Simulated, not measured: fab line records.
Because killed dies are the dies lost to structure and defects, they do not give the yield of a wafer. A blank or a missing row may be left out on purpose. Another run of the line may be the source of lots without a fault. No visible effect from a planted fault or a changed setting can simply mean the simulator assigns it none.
Struck lot and sound lot, side by side ; flow n5_finfet ; 33 steps out of a route of 1938
Sound: the wafers L131.1, L131.4, L131.5. Wafers L127.1, L127.2, L127.6 were the ones struck. The cause comes at the end.
For every step that has rows: the tool of each side, followed by ch and its chambers, followed by its first start. Under that, the readings that differ: sound wafers ; struck wafers ; difference of the means ; sigmas: that difference in standard deviations of wafers without a fault.
alike: a reading whose means differ by less than 2 such deviations, as well as words and numbers matching on both sides. not compared: withheld readings; readings where some wafer has no value; bounds like >300 that might hide an equal value; numbers whose values overlap and for which the record gives no deviation.
Wherever a step has rows on one side only, a row that says differs or no value, or a row with sigmas, the two part there. Numbers that don't overlap but have no deviation are shown without sigmas and don't part them. A reading that every wafer of one side lacks parts them only if that side has two wafers or more.

first, 10 steps without rows for these wafers: N5_BEOL_M3_ETCH_41 (etches SiCN in CH3F/O2, target depth 29.9 nm, time 52.5 s); N5_BEOL_M3_STRIP_97 (strips in N2/H2, time 10 s); N5_BEOL_M3_HM_STRIP_39 (strips TiN in peroxide tin strip, target depth 25 nm, time 158 s); N5_BEOL_M3_SRD_40 (time 30 s); N5_BEOL_M3_PRECLEAN_42 (cleans in residue remover, time 60 s); N5_BEOL_M3_SRD_43 (time 30 s); N5_BEOL_M3_DEGAS_44 (time 60 s); N5_BEOL_M3_PRE_CLEAN_45 (time 30 s); N5_BEOL_M3_ALD_84 (deposits TaN, pulse time 2 s, purge time 3 s, co reactant purge time 2 s); N5_BEOL_M3_SURFACE_TREAT_85.
N5_BEOL_M3_CVD_47: deposits Co from CCTBA/H2, target thk 3 nm, time 223.8 s.
  sound on cvd_co-02 ch 1,2, day 13 01:49; struck on cvd_co-02 ch 0,1,2, day 11 10:46
  no value came back on the struck wafers for chamber_pressure_Torr (Torr), run_length_s (s); on the sound wafers chamber_pressure_Torr (Torr) reads 30.00 29.96 30.11
  not compared: since_wet_clean_h
then, 19 steps without rows for these wafers: N5_BEOL_M3_SPUTTER_48 (material Cu, target thk 4.5 nm, time 8.29 s); N5_BEOL_M3_ANNEAL_49 (time 240 s); N5_BEOL_M3_SPUTTER_79 (material Cu, target thk 4.5 nm, time 8.29 s); N5_BEOL_M3_ANNEAL_80 (time 240 s); N5_BEOL_M3_SPUTTER_81 (material Cu, target thk 4.5 nm, time 8.29 s); N5_BEOL_M3_ANNEAL_82 (time 240 s); N5_BEOL_M3_SPUTTER_86 (material Cu, target thk 4.5 nm, time 8.29 s); N5_BEOL_M3_ANNEAL_87 (time 240 s); N5_BEOL_M3_SPUTTER_88 (material Cu, target thk 4.5 nm, time 8.29 s); N5_BEOL_M3_ANNEAL_89 (time 240 s); N5_BEOL_M3_SPUTTER_90 (material Cu, target thk 4.5 nm, time 8.29 s); N5_BEOL_M3_ANNEAL_91 (time 240 s); N5_BEOL_M3_SPUTTER_92 (material Cu, target thk 4.5 nm, time 8.29 s); N5_BEOL_M3_ANNEAL_93 (time 240 s); N5_BEOL_M3_SPUTTER_94 (material Cu, target thk 4.5 nm, time 8.29 s); N5_BEOL_M3_ANNEAL_95 (time 240 s); N5_BEOL_M3_SPUTTER_96 (material Cu, target thk 4.5 nm, time 8.29 s); N5_BEOL_M3_ECD_50 (material Cu, target thk 300 nm); N5_BEOL_M3_ANNEAL_51 (time 90 s).
N5_BEOL_M3_CMP_52: polishes, stops on SiOC, t overpolish 6.8 s, target thk 40 nm.
  sound on cmp-01 ch 1,3, day 13 04:22; struck on cmp-02 ch 0,1, day 11 13:27
reading;sound;struck;difference;sigmas
barrier_field_endpoint_s (s);23.9 24.1 23.8;20.1 20.3 20.7;-3.6;-6
model.Cu_of_BEOL_M3_ECD_50.thk_nm (nm);39 41.6 40.6;42 42.2 44.6;+3;
  alike: clearing_platen_down_force_psi, motor_current_A
N5_BEOL_M4_RC_MEAS_101:
  the record has rows for the sound wafers here (prober-02 ch 0, day 13 14:13) and none for the struck ones
-- here the record skips 4 days between the struck wafers' starts before and after, leaving off in module BEOL_M4 and picking up in module PASSIVATION (first step shown: number 1936 of the route) --
N5_PASSIVATION_PROBE_49:
  sound: prober-02 at day 18 05:15; struck: prober-02 at day 15 17:14
reading;sound;struck;difference;sigmas
defect_limited_yield (%);87.8 90.3 88.8;0 0 0;-89;-68
killed_at_M0_to_M3;58 40 47;1105 1118 1126;+1068;+97
killed_at_contacts;29 18 10;4 4 1;-16;-2
killed_dies;144 115 132;1180 1180 1180;+1050;+70
killed_on_rim;23 11 17;152 152 152;+135;+36
killed_short;57 41 46;29 28 26;-20;-3
sort_bin_5_function (%);6.9 4.9 6.6;88.3 88.9 90.6;+83.1;+97
sort_bin_6_memory (%);4.7 4.4 4.2;11.5 10.8 9.2;+6.1;+9
sort_n_pass;1036 1065 1048;0 0 0;-1050;-70
sort_yield_pct (%);87.8 90.3 88.8;0 0 0;-89;-68
  alike: killed_at_M4_up, killed_at_front_end, killed_at_other, killed_open

## WHERE THEY PART
First at N5_BEOL_M3_CVD_47; last, within this record, at N5_PASSIVATION_PROBE_49.

WHY: what had been put in by the simulator
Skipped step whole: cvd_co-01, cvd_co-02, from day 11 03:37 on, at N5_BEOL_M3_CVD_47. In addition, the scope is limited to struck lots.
